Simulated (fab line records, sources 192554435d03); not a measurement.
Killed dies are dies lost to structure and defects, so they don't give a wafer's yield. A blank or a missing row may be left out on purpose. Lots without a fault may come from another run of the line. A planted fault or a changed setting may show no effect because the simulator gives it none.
fab line records | flow n5_finfet
record lots=5 wafers=11 last_day=18
route steps=1938 shown BEOL_M4@1099 BEOL_M5@1112 BEOL_M7@1267 PASSIVATION@1936
lots that met no fault: from a run of the same line without faults
start_h: hours from the record's first day to the start of the lot's first wafer shown | wait_h: hours since the lot's step before | " the same as in the row above | L1.1+2: a row that stands for several wafers | - no value, or no start given | * or withheld: withheld | < > ~ a bound
route shown NAME@n: a module of which the file shows steps, and the number in the route of the first | usual: mean/standard deviation of fault-free wafers | same: alike in all rows | chamber/n: place in a boat | sites: the reading at each site | _std_site: their standard deviation | _edge_site: outer sites' mean less inner sites' | radius_mm: how far each site lies from the wafer's centre | mask NAME#n: copy n | behind: the tool/chamber that last shaped the wafer | hold: why the lot was held/for how many hours/how that ended | device: the transistor (n, p or np) that didn't switch | end of line: the same wafers' tests at the end of the route | a step without rows: its recipe alone | killed: dies lost to structure and defects at the first sort, not the wafer's yield | map: a wafer's dies, x killed, . not, _ none there
set.NAME: the setting as run; set.NAME@STEP: as run at that earlier step | model.NAME: the simulator's own value behind a step, which no gauge read
lots at some steps of the route; a table a step, a row a wafer
services: from which hour (start_h, from the record's first day; less than 0 if before it) a tool's chamber was out of use, for how many hours, and why
## steps
# step N5_BEOL_M4_ANNEAL_95
# recipe temp_c=400 time_s=240 ambient=vacuum
# step N5_BEOL_M4_SPUTTER_96
# recipe material=Cu target_thk_a=45 temp_c=-20 chamber_pressure_pa=0.07 power_w=withheld time_s=8.29
# step N5_BEOL_M4_ECD_50
# recipe material=Cu target_thk_a=3000
# step N5_BEOL_M4_ANNEAL_51
# recipe temp_c=225 time_s=90 ambient=N2
# step N5_BEOL_M4_CMP_52
# recipe stop_on=SiOC t_overpolish_s=6.8 down_force_psi=1 platen_rpm=50 clearing_platen_down_force_psi=1.5 clearing_platen_rpm=50 post_cmp_clean=cu_alkaline target_thk_nm=40 clearing_platen_pad_velocity_m_s=0.99484 pad_velocity_m_s=0.99484
# step N5_BEOL_M4_PRE_CLEAN_60
# recipe gas=NH3/H2 time_s=15 temp_c=* rf_power_w=300
# step N5_BEOL_M4_CO_CAP_55
# recipe material=Co target_thk_a=20 temp_c=200 precursor=CCTBA/H2 pressure_torr=30 time_s=102.1
# step N5_BEOL_M4_PRE_CLEAN_56
# recipe gas=NH3 time_s=15 temp_c=withheld rf_power_w=300
# step N5_BEOL_M4_DEP_57
# recipe material=SiCN target_thk_a=80 temp_c=withheld precursor=3MS/NH3 pressure_torr=3 rf_w=202 time_s=14
# step N5_BEOL_M4_RC_MEAS_101
# usual DIBL_N=36.3/1.6 DIBL_P=36.5/1.6 IOFF_N=0.163/0.026 IOFF_P=0.22/0.033 ION_N=676/9.9 ION_P=464/6.5 SS_N=71.5/0.5 SS_P=73.3/0.64 VT_N=249.3/2.9 VT_P=-250/3.2
# columns lot.wafer tool chamber start_h wait_h DIBL_N[mV/V] DIBL_P[mV/V] IOFF_N[nA/um] IOFF_P[nA/um] ION_N[uA/um] ION_P[uA/um] SS_N[mV/dec] SS_P[mV/dec] VT_N[mV] VT_P[mV]
L253.3 prober-02 0 271.06 0.3 38.8 38.6 0.221 0.25 688 465 72.2 73.3 246.4 -249
L253.4 " 0 " " 36.6 36.2 0.177 0.21 673 457 72.2 73.1 248.0 -252
L253.5 " 0 " " 37.1 36.6 0.181 0.21 685 461 71.1 73.8 247.4 -251
L257.4 prober-01 0 283.08 0.5 37.4 36.6 0.164 0.23 691 472 71.9 72.7 245.5 -246
L256.2 prober-01 0 287.39 0.2 38.8 38.5 0.192 0.26 680 466 71.7 73.6 248.1 -248
L258.1 prober-01 0 307.17 0.0 35.5 36.1 0.146 0.24 666 465 71.4 73.5 250.9 -246
L258.2 " 0 " " 34.7 35.0 0.142 0.22 670 472 71.2 72.6 253.0 -246
L258.5 " 0 " " 33.1 33.0 0.111 0.19 663 466 71.0 72.3 256.7 -250
L262.2 prober-01 0 320.63 0.2 36.4 35.6 0.161 0.23 686 466 72.0 73.8 247.9 -248
L262.3 " 0 " " 36.5 35.7 0.180 0.24 687 467 71.3 73.3 248.0 -247
L262.5 " 0 " " 37.7 36.8 0.195 0.25 691 467 72.5 74.8 244.9 -246
# step N5_BEOL_M5_ILD_DEP_00
# recipe material=SiCOH_lowk target_thk_a=1406.4 temp_c=300 precursor=DEMS/porogen pressure_torr=5 rf_w=500 time_s=25.9
# step N5_BEOL_M5_CURE_79
# recipe temp_c=385 time_s=240 ambient=He/Ar material=SiCOH_lowk
# step N5_BEOL_M5_PECVD_70
# recipe material=SiO2 target_thk_a=160 temp_c=400 precursor=TEOS/O2 pressure_torr=5.5 rf_w=450 teos_flow_sccm=53.8 gas=O2 flow_sccm=3000 time_s=18
# step N5_BEOL_M5_HM_DEP_02
# recipe material=TiN target_thk_a=200 temp_c=25 chamber_pressure_pa=0.49996
# step N5_BEOL_M5_COAT_59
# recipe resist=SOC temp_c=250 time_s=60 spin_rpm=1500 resist_thk_nm=60
# step N5_BEOL_M5_COAT_60
# recipe resist=SiARC temp_c=220 time_s=60 spin_rpm=1500 resist_thk_nm=12
# step N5_BEOL_M5_COAT_71
# recipe resist=underlayer temp_c=205 time_s=60 spin_rpm=1500 resist_thk_nm=5
# step N5_BEOL_M5_COAT_05
# recipe resist=CAR-EUV spin_rpm=1500 resist_thk_nm=30
# step N5_BEOL_M5_EBR_07
# recipe solvent=PGMEA ebr_width_mm=1.5
# step N5_BEOL_M5_SOFTBAKE_06
# recipe temp_c=110 time_s=60 resist=CAR-EUV
# step N5_BEOL_M5_EXPOSE_08
# recipe mask_id=M5 na=0.33 source_shape=annular sigma_inner=0.4 sigma_outer=0.8 polarization=unpolarized target_cd_nm=28 dose_mj=35.75
# step N5_BEOL_M5_PEB_09
# recipe peb_temp_c=100 peb_time_s=60 resist=CAR-EUV
# step N5_BEOL_M5_DEVELOP_10
# recipe develop_time_s=30 developer=TMAH resist=CAR-EUV rinse_liquid=surfactant_rinse dry=air_spin dev_temp_c=23
# step N5_BEOL_M5_DESCUM_16
# recipe chemistry=O2 time_s=7 source_power_w=50 bias_power_w=20 pressure_mtorr=20 rf_frequency_hz=2.712e+07 temp_c=40 resist=CAR-EUV o2_flow_sccm=225
# step N5_BEOL_M5_ETCH_72
# recipe chemistry=N2/H2 target=underlayer target_depth_a=65 mask_material=CAR-EUV time_s=5.2 ion_energy_ev=200 pressure_mtorr=30 source_w=840 bias_w=150 n2_flow_sccm=200 h2_flow_sccm=200 ends=cleared
# step N5_BEOL_M5_ETCH_61
# recipe chemistry=CF4 target=SiARC target_depth_a=156 mask_material=CAR-EUV time_s=26 ion_energy_ev=80 pressure_mtorr=40 source_w=545 bias_w=36 Ar_flow_sccm=100 cf4_flow_sccm=100 ends=cleared
# step N5_BEOL_M5_ETCH_62
# recipe chemistry=N2/H2 target=SOC target_depth_a=750 overetch_a=150 mask_material=SiARC temp_c=40 time_s=112.5 ion_energy_ev=200 pressure_mtorr=30 source_w=840 bias_w=150 n2_flow_sccm=200 h2_flow_sccm=200
# step N5_BEOL_M5_STRIP_63
# recipe chemistry=N2/H2 temp_c=40 n2_flow_sccm=200 h2_flow_sccm=200 rf_frequency_hz=6e+07
# step N5_BEOL_M5_STRIP_73
# recipe chemistry=N2/H2 temp_c=40 n2_flow_sccm=200 h2_flow_sccm=200 rf_frequency_hz=6e+07
# step N5_BEOL_M5_STRIP_64
# recipe chemistry=CF4 resist=SiARC power_w=300 bias_power_w=75 pressure_mtorr=50 cf4_flow_sccm=150 rf_frequency_hz=6e+07
# step N5_BEOL_M5_HM_OPEN_17
# recipe chemistry=Cl2/BCl3 target_depth_a=200 overetch_a=60 target=TiN mask_material=SOC ion_energy_ev=150 pressure_mtorr=10 icp_w=1000 bias_w=126 Cl2_flow_sccm=53.25 bcl3_flow_sccm=21.75 Ar_flow_sccm=25
# step N5_BEOL_M5_STRIP_19
# recipe chemistry=O2 power_w=400 temp_c=40 pressure_mtorr=30 rf_frequency_hz=6e+07 bias_power_w=0 overash_fraction=0.2 o2_flow_sccm=225
# step N5_BEOL_M5_COAT_65
# recipe resist=SOC temp_c=250 time_s=60 spin_rpm=1500 resist_thk_nm=60
# step N5_BEOL_M5_COAT_66
# recipe resist=SiARC temp_c=220 time_s=60 spin_rpm=1500 resist_thk_nm=12
# step N5_BEOL_M7_HM_DEP_02
# recipe material=TiN target_thk_a=200 temp_c=25 chamber_pressure_pa=0.49996
# usual susceptor_temp_C=25.01/0.11 throttle_valve_pct=30.0/1
# columns lot.wafer tool chamber start_h wait_h susceptor_temp_C throttle_valve_pct model.TiN_of_BEOL_M7_HM_DEP_02.thk_nm
L253.3 pvd_sputter-01 - 297.50 1.2 24.99 31.8 19.8
L253.4 " - " " 24.97 29.8 20
L253.5 " - " " 25.13 29.8 19.8
L257.4 pvd_sputter-01 - 311.97 0.8 25.04 29.5 35.6
L256.2 pvd_sputter-01 - 312.07 0.8 24.96 29.3 35.8
L258.1 pvd_sputter-01 - 335.88 0.8 24.93 29.7 35.6
L258.2 " - " " 25.21 32.0 20
L258.5 " - " " 24.68 29.7 35.6
L262.2 pvd_sputter-02 - 343.53 1.0 24.97 31.3 20.2
L262.3 " - " " 25.06 30.7 20.4
L262.5 " - " " 24.78 30.6 20.2
# step N5_BEOL_M7_HM_OPEN_17
# recipe chemistry=Cl2/BCl3 target_depth_a=200 overetch_a=60 target=TiN mask_material=SOC ion_energy_ev=150 pressure_mtorr=10 icp_w=1000 bias_w=126 Cl2_flow_sccm=53.25 bcl3_flow_sccm=21.75 Ar_flow_sccm=25
# usual drypump_motor_current_A=5.8/0.35 oes_product_au=0.67/0.087 throttle_valve_pct=22.17/0.16
# columns lot.wafer tool chamber start_h wait_h drypump_motor_current_A oes_product_au rf_hours_counter_h throttle_valve_pct model.etch.depth_nm
L253.3 rie_metal-02 0 298.35 0.1 5.3 0.61 - 22.43 19.82
L253.4 " 1 " " 5.7 0.76 - 22.17 19.93
L253.5 " 1 " " 5.7 0.76 - 22.17 19.88
L256.2 rie_metal-01 1 313.36 0.1 6.2 0.62 117 21.95 25.67
L257.4 rie_metal-02 0 313.42 0.1 5.3 0.71 - 22.25 25.82
L258.1 rie_metal-03 1 336.88 0.0 5.6 0.83 20 21.90 25.76
L258.2 " 0 " " 5.5 0.64 66 22.32 20.04
L258.5 " 0 " " 5.5 0.74 - 22.13 25.92
L262.2 rie_metal-03 0 344.48 0.0 5.5 0.63 66 22.33 20.23
L262.3 " 1 " " 5.6 0.72 - 22.05 20.34
L262.5 " 0 " " 5.4 0.63 - 22.33 20.26
# step N5_BEOL_M7_VIA_ETCH_34
# recipe chemistry=C4F6/O2 target=SiCOH_lowk target_depth_a=1255 mask_material=SOC taper_deg=4 time_s=50.5 ion_energy_ev=250 pressure_mtorr=30 source_w=345 bias_w=185 Ar_flow_sccm=300 C4F6_flow_sccm=10 O2_flow_sccm=10
# usual drypump_motor_current_A=5.7/0.34 oes_product_au=0.78/0.072 rf_vpp_V=664/5.7 showerhead_plenum_p_Torr=2.83/0.11 throttle_valve_pct=20.93/0.23
# columns lot.wafer tool chamber start_h wait_h drypump_motor_current_A oes_product_au rf_hours_counter_h rf_vpp_V showerhead_plenum_p_Torr throttle_valve_pct
L253.3 rie_diel-05 3 302.23 0.0 5.6 0.87 52 667 2.79 20.83
L253.4 " 3 " " 5.6 0.88 - 666 2.79 20.84
L253.5 " 2 " " 6.0 0.69 - 664 2.91 20.69
L256.2 rie_diel-05 1 315.55 0.0 5.2 0.31 64 652 2.78 20.77
L257.4 rie_diel-06 2 315.63 0.0 5.9 0.26 204 655 2.71 21.15
L258.1 rie_diel-02 3 338.90 0.0 5.5 0.27 209 671 2.81 20.87
L258.2 " 1 " " 6.3 0.74 146 667 2.96 21.28
L258.5 " 1 " " 6.3 0.28 - 668 2.96 21.14
L262.2 rie_diel-05 1 346.77 0.0 5.2 0.81 74 653 2.77 20.94
L262.3 " 3 " " 5.5 0.84 67 666 2.78 20.86
L262.5 " 1 " " 5.2 0.81 - 654 2.77 20.93
# step N5_BEOL_M7_TRENCH_ETCH_37
# recipe chemistry=C4F6/O2 target_depth_a=934.78 target=SiCOH_lowk time_s=31.2 ion_energy_ev=250 pressure_mtorr=30 source_w=345 bias_w=185 Ar_flow_sccm=300 C4F6_flow_sccm=10 O2_flow_sccm=10
# usual drypump_motor_current_A=5.7/0.34 oes_product_au=0.78/0.073 rf_vpp_V=664/5.7 showerhead_plenum_p_Torr=2.83/0.11 throttle_valve_pct=20.96/0.23
# columns lot.wafer tool chamber start_h wait_h drypump_motor_current_A oes_product_au rf_hours_counter_h rf_vpp_V showerhead_plenum_p_Torr throttle_valve_pct model.TiN_of_BEOL_M7_HM_DEP_02.thk_nm
L253.3 rie_diel-05 3 - - 5.6 0.87 52 668 2.79 20.87 17.2
L253.4 " 3 " " 5.6 0.87 - 667 2.79 20.88 17.2
L253.5 " 2 " " 6.0 0.68 - 664 2.91 20.71 17.2
L256.2 rie_diel-05 1 - - 5.2 0.82 64 655 2.77 20.94 33.2
L257.4 rie_diel-06 2 - - 5.9 0.69 204 655 2.71 21.32 33
L258.1 rie_diel-02 3 - - 5.5 0.71 209 672 2.81 21.04 33
L258.2 " 1 " " 6.3 0.75 146 668 2.96 21.32 17.4
L258.5 " 1 " " 6.3 0.74 - 668 2.96 21.32 32.8
L262.2 rie_diel-05 1 - - 5.2 0.81 74 653 2.77 20.96 17.6
L262.3 " 3 " " 5.5 0.85 68 668 2.78 20.90 17.6
L262.5 " 1 " " 5.2 0.81 - 653 2.77 20.98 17.6
# step N5_BEOL_M7_OCD_MEAS_38
# usual trench_depth_nm=93.5/1.3
# columns lot.wafer tool chamber start_h wait_h trench_depth_nm
L253.3 ocd-02 - 302.48 - 94.2
L253.4 " - " " 93.4
L253.5 " - " " 91.9
L256.2 ocd-01 - 315.80 - -
L257.4 ocd-02 - 315.89 - -
L258.1 ocd-02 - 339.15 - -
L258.2 " - " " 94.1
L258.5 " - " " -
L262.2 ocd-02 - 347.03 - 93.2
L262.3 " - " " 94.5
L262.5 " - " " 94.3
# step N5_BEOL_M7_CD_MEAS_35
# recipe target_cd_nm=40 polarity=opening
# usual cd_nm=39.9/0.43
# columns lot.wafer tool chamber start_h wait_h cd_nm
L253.3 cd_sem-03 - 302.64 0.0 39.7
L253.4 " - " " 40.6
L253.5 " - " " 40.9
L256.2 cd_sem-01 - 315.96 0.0 -
L257.4 cd_sem-01 - 316.04 0.0 -
L258.1 cd_sem-02 - 339.63 0.0 -
L258.2 " - " " 40.1
L258.5 " - " " -
L262.2 cd_sem-02 - 347.18 0.0 40.1
L262.3 " - " " 39.4
L262.5 " - " " 39.9
# step N5_PASSIVATION_PROBE_49
# usual defect_limited_yield=91.2/1.5 killed_at_M0_to_M3=32/9.6 killed_at_M4_up=13/5.3 killed_at_contacts=13/6.7 killed_at_front_end=42/11 killed_at_other=3.8/2.9 killed_dies=103/17 killed_on_rim=14/4.4 killed_open=67/13 killed_short=35/7.9 sort_bin_5_function=5.2/0.94 sort_bin_6_memory=3.3/0.64 sort_n_pass=1077/17 sort_yield_pct=91.2/1.5
# same gross_dies=1180 killed_at_back_side=0 sort_bin_4_leakage[%]=0 sort_bin_8_speed[%]=0
# columns lot.wafer tool chamber start_h wait_h defect_limited_yield[%] killed_at_M0_to_M3 killed_at_M4_up killed_at_contacts killed_at_front_end killed_at_other killed_dies killed_on_rim killed_open killed_short sort_bin_5_function[%] sort_bin_6_memory[%] sort_n_pass sort_yield_pct[%]
L256.2 prober-02 - 412.32 0.1 0 61 1072 15 31 1 1180 152 58 22 96.4 2.0 0 0
L257.4 prober-02 - 414.81 0.2 0 128 976 27 47 2 1180 152 76 42 92.8 4.0 0 0
L258.1 prober-02 - 424.52 0.0 0 31 1092 17 39 1 1180 152 66 38 96.3 3.1 0 0
L258.5 prober-02 - 424.72 0.2 0 28 1082 13 50 7 1180 152 66 56 95.5 3.7 0 0
# killed by level:class
L256.2 BEOL_M7:area_open=1061 BEOL_M3:overlay=39 MOL_CONTACT_COAG:geometric_particle:open=11 DUMMY_GATE:geometric_particle:open=7 BEOL_M4:geometric_particle:open=7 STI_FIN_REVEAL:geometric_particle:open=5 BEOL_M0_SAQP:geometric_particle:open=5 GATE_CUT:geometric_particle:open=4
L257.4 BEOL_M7:area_open=964 BEOL_M1:unspecified=86 MOL_CONTACT_COAG:geometric_particle:open=21 FIN_SAQP:geometric_particle:short=13 STI_FIN_REVEAL:geometric_particle:open=12 BEOL_M3:overlay=11 FIN_SAQP:geometric_particle:open=9 BEOL_M2:geometric_particle:open=8
L258.1 BEOL_M7:area_open=1075 FIN_SAQP:geometric_particle:open=13 MOL_CONTACT_COAG:geometric_particle:open=9 MOL_CONTACT_COAG:geometric_particle:short=8 FIN_SAQP:geometric_particle:short=7 BEOL_M2:geometric_particle:open=7 DUMMY_GATE:geometric_particle:open=6 BEOL_M0_SAQP:geometric_particle:short=6
L258.5 BEOL_M7:area_open=1056 FIN_SAQP:geometric_particle:short=15 FIN_SAQP:geometric_particle:open=11 MOL_CONTACT_COAG:geometric_particle:open=10 BEOL_M4:geometric_particle:open=8 BEOL_M2:geometric_particle:short=7 GATE_CUT:geometric_particle:short=6 BEOL_M0_SAQP:geometric_particle:open=6
# map L256.2 (x killed, . not)
_________________xxxxxxxxxxxx________________
______________xxxxxxxxxxxxxxxxxx_____________
___________xxxxxxxxxxxxxxxxxxxxxxxx__________
__________xxxxxxxxxxxxxxxxxxxxxxxxxx_________
________xxxxxxxxxxxxxxxxxxxxxxxxxxxxxx_______
_______xxxxxxxxxxxxxxxxxxxxxxxxxxxxxxxx______
______xxxxxxxxxxxxxxxxxxxxxxxxxxxxxxxxxx_____
_____xxxxxxxxxxxxxxxxxxxxxxxxxxxxxxxxxxxx____
____xxxxxxxxxxxxxxxxxxxxxxxxxxxxxxxxxxxxxx___
___xxxxxxxxxxxxxxxxxxxxxxxxxxxxxxxxxxxxxxxx__
___xxxxxxxxxxxxxxxxxxxxxxxxxxxxxxxxxxxxxxxx__
__xxxxxxxxxxxxxxxxxxxxxxxxxxxxxxxxxxxxxxxxxx_
__xxxxxxxxxxxxxxxxxxxxxxxxxxxxxxxxxxxxxxxxxx_
_xxxxxxxxxxxxxxxxxxxxxxxxxxxxxxxxxxxxxxxxxxxx
_xxxxxxxxxxxxxxxxxxxxxxxxxxxxxxxxxxxxxxxxxxxx
_xxxxxxxxxxxxxxxxxxxxxxxxxxxxxxxxxxxxxxxxxxxx
_xxxxxxxxxxxxxxxxxxxxxxxxxxxxxxxxxxxxxxxxxxxx
_xxxxxxxxxxxxxxxxxxxxxxxxxxxxxxxxxxxxxxxxxxxx
_xxxxxxxxxxxxxxxxxxxxxxxxxxxxxxxxxxxxxxxxxxxx
_xxxxxxxxxxxxxxxxxxxxxxxxxxxxxxxxxxxxxxxxxxxx
_xxxxxxxxxxxxxxxxxxxxxxxxxxxxxxxxxxxxxxxxxxxx
__xxxxxxxxxxxxxxxxxxxxxxxxxxxxxxxxxxxxxxxxxx_
__xxxxxxxxxxxxxxxxxxxxxxxxxxxxxxxxxxxxxxxxxx_
___xxxxxxxxxxxxxxxxxxxxxxxxxxxxxxxxxxxxxxxx__
___xxxxxxxxxxxxxxxxxxxxxxxxxxxxxxxxxxxxxxxx__
____xxxxxxxxxxxxxxxxxxxxxxxxxxxxxxxxxxxxxx___
_____xxxxxxxxxxxxxxxxxxxxxxxxxxxxxxxxxxxx____
______xxxxxxxxxxxxxxxxxxxxxxxxxxxxxxxxxx_____
_______xxxxxxxxxxxxxxxxxxxxxxxxxxxxxxxx______
________xxxxxxxxxxxxxxxxxxxxxxxxxxxxxx_______
__________xxxxxxxxxxxxxxxxxxxxxxxxxx_________
___________xxxxxxxxxxxxxxxxxxxxxxxx__________
______________xxxxxxxxxxxxxxxxxx_____________
_________________xxxxxxxxxxxx________________
# map L257.4 (x killed, . not)
_________________xxxxxxxxxxxx________________
______________xxxxxxxxxxxxxxxxxx_____________
___________xxxxxxxxxxxxxxxxxxxxxxxx__________
__________xxxxxxxxxxxxxxxxxxxxxxxxxx_________
________xxxxxxxxxxxxxxxxxxxxxxxxxxxxxx_______
_______xxxxxxxxxxxxxxxxxxxxxxxxxxxxxxxx______
______xxxxxxxxxxxxxxxxxxxxxxxxxxxxxxxxxx_____
_____xxxxxxxxxxxxxxxxxxxxxxxxxxxxxxxxxxxx____
____xxxxxxxxxxxxxxxxxxxxxxxxxxxxxxxxxxxxxx___
___xxxxxxxxxxxxxxxxxxxxxxxxxxxxxxxxxxxxxxxx__
___xxxxxxxxxxxxxxxxxxxxxxxxxxxxxxxxxxxxxxxx__
__xxxxxxxxxxxxxxxxxxxxxxxxxxxxxxxxxxxxxxxxxx_
__xxxxxxxxxxxxxxxxxxxxxxxxxxxxxxxxxxxxxxxxxx_
_xxxxxxxxxxxxxxxxxxxxxxxxxxxxxxxxxxxxxxxxxxxx
_xxxxxxxxxxxxxxxxxxxxxxxxxxxxxxxxxxxxxxxxxxxx
_xxxxxxxxxxxxxxxxxxxxxxxxxxxxxxxxxxxxxxxxxxxx
_xxxxxxxxxxxxxxxxxxxxxxxxxxxxxxxxxxxxxxxxxxxx
_xxxxxxxxxxxxxxxxxxxxxxxxxxxxxxxxxxxxxxxxxxxx
_xxxxxxxxxxxxxxxxxxxxxxxxxxxxxxxxxxxxxxxxxxxx
_xxxxxxxxxxxxxxxxxxxxxxxxxxxxxxxxxxxxxxxxxxxx
_xxxxxxxxxxxxxxxxxxxxxxxxxxxxxxxxxxxxxxxxxxxx
__xxxxxxxxxxxxxxxxxxxxxxxxxxxxxxxxxxxxxxxxxx_
__xxxxxxxxxxxxxxxxxxxxxxxxxxxxxxxxxxxxxxxxxx_
___xxxxxxxxxxxxxxxxxxxxxxxxxxxxxxxxxxxxxxxx__
___xxxxxxxxxxxxxxxxxxxxxxxxxxxxxxxxxxxxxxxx__
____xxxxxxxxxxxxxxxxxxxxxxxxxxxxxxxxxxxxxx___
_____xxxxxxxxxxxxxxxxxxxxxxxxxxxxxxxxxxxx____
______xxxxxxxxxxxxxxxxxxxxxxxxxxxxxxxxxx_____
_______xxxxxxxxxxxxxxxxxxxxxxxxxxxxxxxx______
________xxxxxxxxxxxxxxxxxxxxxxxxxxxxxx_______
__________xxxxxxxxxxxxxxxxxxxxxxxxxx_________
___________xxxxxxxxxxxxxxxxxxxxxxxx__________
______________xxxxxxxxxxxxxxxxxx_____________
_________________xxxxxxxxxxxx________________
## services
# columns tool chamber start_h hours kind
rie_diel-05 0 290.58 14.1 repair
rie_metal-01 - 292.87 14.6 pm
rie_metal-03 - 303.59 1.4 pm
rie_metal-03 0 309.96 21.4 repair
rie_metal-02 1 310.40 10.4 repair
rie_diel-06 2 323.89 4.5 repair
rie_metal-01 1 329.06 - clean
rie_diel-05 2 335.81 - clean
rie_diel-05 2 335.81 - consumable_replace:focus_ring
rie_diel-05 2 335.81 25.0 scheduled_down
rie_diel-05 2 335.81 25.0 vent_cycle
## key
first_sign step=N5_BEOL_M7_VIA_ETCH_34 reading=oes_product_au direction=down sigmas=6.9 usual=0.78 struck=0.28
effect step=N5_BEOL_M7_OCD_MEAS_38 reading=trench_depth_nm direction=missing
effect step=N5_BEOL_M7_CD_MEAS_35 reading=cd_nm direction=missing
effect step=N5_PASSIVATION_PROBE_49 reading=killed_at_M4_up direction=up sigmas=99+ usual=13 struck=1056
model_effect step=N5_BEOL_M7_HM_DEP_02 value=TiN_of_BEOL_M7_HM_DEP_02.thk_nm without=20.2 struck=35.65
model_effect step=N5_BEOL_M7_HM_OPEN_17 value=etch.depth_nm without=20.23 struck=25.79
model_effect step=N5_BEOL_M7_TRENCH_ETCH_37 value=TiN_of_BEOL_M7_HM_DEP_02.thk_nm without=17.55 struck=33
more_kills_born_at N5_BEOL_M7_HM_OPEN_17@rie_metal-03=2131 N5_BEOL_M7_HM_OPEN_17@rie_metal-01=1061 N5_BEOL_M7_HM_OPEN_17@rie_metal-02=964
met_at N5_BEOL_M7_HM_DEP_02
struck_wafers L256.2,L257.4,L258.1,L258.5
later_rows_left_out L256.2,L257.4,L258.1,L258.5
earlier_fault kind=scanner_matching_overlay tool=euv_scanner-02 chamber=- onset_h=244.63 steps=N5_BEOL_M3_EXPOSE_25 offset=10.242
earlier_fault kind=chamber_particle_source tool=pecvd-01 chamber=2 onset_h=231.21 steps=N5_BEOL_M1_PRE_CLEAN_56 rate_per_visit_cm2=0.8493
fault kind=process_parameter_drift tool=pvd_sputter-01 chamber=- onset_h=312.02 steps=N5_BEOL_M7_HM_DEP_02 channel=target_thk_a offset=* shape=step acts_in=* stated=* scope=struck_wafers_only
# later_rows_left_out: the simulator's readings of these wafers behind a module that went badly wrong aren't trusted and aren't shown, but for the sort
